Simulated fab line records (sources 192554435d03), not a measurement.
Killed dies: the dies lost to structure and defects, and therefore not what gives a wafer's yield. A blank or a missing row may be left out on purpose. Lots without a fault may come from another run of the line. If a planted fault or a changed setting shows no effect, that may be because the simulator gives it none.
Chamber matching	flow n5 finfet	rie diel-03 running N5_BEOL_M4_ETCH_69: 4 sister chambers
The step etches SiARC in CF4, target depth 15.6 nm, time 26 s. 8 wafers are shown with their chamber, then 8 later ones without.

EACH WAFER AND ITS CHAMBER
wafer	chamber	drypump motor current A (A)	throttle valve pct (%)
L079.2	1	5.1	15.36
L079.6	0	6.4	15.86
L082.1	1	5.1	15.34
L082.5	3	5.4	16.02
L081.1	3	5.4	16.02
L081.4	2	5.6	15.08
L081.5	2	5.7	15.08
L083.1	0	6.4	15.87

WAFERS WHOSE CHAMBER IS MISSING
wafer	drypump motor current A (A)	throttle valve pct (%)
L083.4	5.1	15.37
L083.5	6.4	15.86
L091.1	5.6	15.12
L091.3	6.4	15.90
L091.6	6.4	15.90
L093.2	5.6	15.11
L093.3	5.1	15.42
L093.5	5.6	15.13

WHICH CHAMBER EACH ONE RAN IN
wafer	from the rows above	in truth
L083.4	1	1
L083.5	0	0
L091.1	2	2
L091.3	0	0
L091.6	0	0
L093.2	2	2
L093.3	1	1
L093.5	2	2
Correctly placed: 8 of 8. Number that these rows cannot place: 0. Placed wrongly: 0.
How it was worked out, from the rows above alone: a wafer's distance from a chamber is the root of the sum, over the readings, of the square of ((its reading less the chamber's mean) divided by the reading's scatter). If the next closest chamber is less than 2 further off than the closest, the wafer can't be placed; otherwise it belongs to the closest. The mean given for a chamber averages the wafers shown for that chamber. The scatter: take each reading less its chamber's mean, square it, sum over the shown wafers, divide by the number of wafers less the number of chambers, and take the root.
